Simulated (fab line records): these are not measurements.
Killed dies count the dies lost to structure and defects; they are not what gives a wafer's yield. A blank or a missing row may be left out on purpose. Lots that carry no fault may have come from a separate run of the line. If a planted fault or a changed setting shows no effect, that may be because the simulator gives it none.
Lot-split experiment / flow n5Finfet / route with 1938 steps; 7 lots, 21 wafers read

ABOUT THE SPLIT
At N5_GATE_CUT_COAT_27 (time 60 s, resist thk 10 nm), the setting spinRpm was moved away from the recipe's 1500 rpm on 4 of the 21 wafers read, by -3.7% to -3.3%. For the rest of the wafers, this setting stayed at what the recipe calls for.

FROM THE SPLIT ON TO THE READING: in between, the file shows 1 step
- N5_GATE_CUT_DESCUM_18: chemistry O2, time 7 s (also split here: timeS)

THE READING
etch.depthNm (the simulator's own value, which no gauge read), in nm, at N5_GATE_CUT_ETCH_28 (etches underlayer in N2/H2, target depth 13 nm, time 10.4 s). The file gives no usual value for it. The 17 wafers here that ran the recipe average 10.025 nm, standard deviation 0.025 nm.

wafer=L075.1; tool, chamber at the split=lithoTrack-04, 0; spinRpm as run, rpm=1445; against the recipe=-3.7%; etch.depthNm, nm=10.19; against lot-mates on the recipe=+0.207
wafer=L075.2; tool, chamber at the split=lithoTrack-04, 0; spinRpm as run, rpm=1500; against the recipe=recipe; etch.depthNm, nm=9.987; against lot-mates on the recipe=-
wafer=L075.3; tool, chamber at the split=lithoTrack-04, 0; spinRpm as run, rpm=1500; against the recipe=recipe; etch.depthNm, nm=9.979; against lot-mates on the recipe=-
wafer=L076.2; tool, chamber at the split=lithoTrack-04, 0; spinRpm as run, rpm=1500; against the recipe=recipe; etch.depthNm, nm=10.03; against lot-mates on the recipe=-
wafer=L076.3; tool, chamber at the split=lithoTrack-04, 0; spinRpm as run, rpm=1500; against the recipe=recipe; etch.depthNm, nm=10.03; against lot-mates on the recipe=-
wafer=L076.6; tool, chamber at the split=lithoTrack-04, 0; spinRpm as run, rpm=1445; against the recipe=-3.7%; etch.depthNm, nm=10.19; against lot-mates on the recipe=+0.160
wafer=L077.1; tool, chamber at the split=lithoTrack-01, 0; spinRpm as run, rpm=1500; against the recipe=recipe; etch.depthNm, nm=10.03; against lot-mates on the recipe=-
wafer=L077.5; tool, chamber at the split=lithoTrack-01, 0; spinRpm as run, rpm=1500; against the recipe=recipe; etch.depthNm, nm=10.01; against lot-mates on the recipe=-
wafer=L077.6; tool, chamber at the split=lithoTrack-01, 0; spinRpm as run, rpm=1500; against the recipe=recipe; etch.depthNm, nm=10.02; against lot-mates on the recipe=-
wafer=L080.1; tool, chamber at the split=lithoTrack-05, 0; spinRpm as run, rpm=1500; against the recipe=recipe; etch.depthNm, nm=10.04; against lot-mates on the recipe=-
wafer=L080.3; tool, chamber at the split=lithoTrack-05, 0; spinRpm as run, rpm=1500; against the recipe=recipe; etch.depthNm, nm=10.04; against lot-mates on the recipe=-
wafer=L080.6; tool, chamber at the split=lithoTrack-05, 0; spinRpm as run, rpm=1500; against the recipe=recipe; etch.depthNm, nm=10.06; against lot-mates on the recipe=-
wafer=L081.4; tool, chamber at the split=lithoTrack-04, 0; spinRpm as run, rpm=1500; against the recipe=recipe; etch.depthNm, nm=10.05; against lot-mates on the recipe=-
wafer=L081.5; tool, chamber at the split=lithoTrack-04, 0; spinRpm as run, rpm=1500; against the recipe=recipe; etch.depthNm, nm=10.06; against lot-mates on the recipe=-
wafer=L081.6; tool, chamber at the split=lithoTrack-04, 0; spinRpm as run, rpm=1500; against the recipe=recipe; etch.depthNm, nm=10.02; against lot-mates on the recipe=-
wafer=L084.1; tool, chamber at the split=lithoTrack-04, 0; spinRpm as run, rpm=1450; against the recipe=-3.3%; etch.depthNm, nm=10.21; against lot-mates on the recipe=+0.223
wafer=L084.5; tool, chamber at the split=lithoTrack-04, 0; spinRpm as run, rpm=1450; against the recipe=-3.3%; etch.depthNm, nm=10.19; against lot-mates on the recipe=+0.203
wafer=L084.6; tool, chamber at the split=lithoTrack-04, 0; spinRpm as run, rpm=1500; against the recipe=recipe; etch.depthNm, nm=9.987; against lot-mates on the recipe=-
wafer=L092.2; tool, chamber at the split=lithoTrack-05, 0; spinRpm as run, rpm=1500; against the recipe=recipe; etch.depthNm, nm=9.998; against lot-mates on the recipe=-
wafer=L092.3; tool, chamber at the split=lithoTrack-05, 0; spinRpm as run, rpm=1500; against the recipe=recipe; etch.depthNm, nm=10.03; against lot-mates on the recipe=-
wafer=L092.4; tool, chamber at the split=lithoTrack-05, 0; spinRpm as run, rpm=1500; against the recipe=recipe; etch.depthNm, nm=10.05; against lot-mates on the recipe=-

FIT RESULTS
A straight line over all 21 wafers: etch.depthNm changes by -0.0484 nm for each +1% of spinRpm; r = -0.95; the points scatter about the line by 0.024 nm.
The same after taking each lot's own level away (the mean of its wafers on the recipe; 21 wafers): -0.0562 nm for each +1%; r = -0.98; scatter 0.018 nm.
Per that fit: largest spinRpm move, reading shift of 0.21 nm.
From 9.9830 to 10.0467 nm: that is the span of the lots' own levels, equal to 2.6 times the standard deviation above.
So the slope is not independent of the lot-to-lot level: the two fits are not the same.
Check: with one of the wafers moved furthest among these (-3.7%) left out of the fit, the line predicts +0.206 nm for it against its lot-mates. It came out at +0.207 nm against them.

THE OTHER SPLITS THESE WAFERS WENT THROUGH
Before the reading, these wafers also passed through other splits. Each is held against what the fit with the lots' levels taken away leaves over:
other split on the same wafers=N5_GATE_CUT_HM_DEP_46 timeS; wafers away from the commonest value=8; r with etch.depthNm (lot level and that fit taken away)=+0.13
other split on the same wafers=N5_GATE_CUT_DESCUM_18 timeS; wafers away from the commonest value=8; r with etch.depthNm (lot level and that fit taken away)=-0.22

THE FILE'S OWN FIT
etch.depthNm changes by -0.0545 nm for each +1% of spinRpm, r = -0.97.
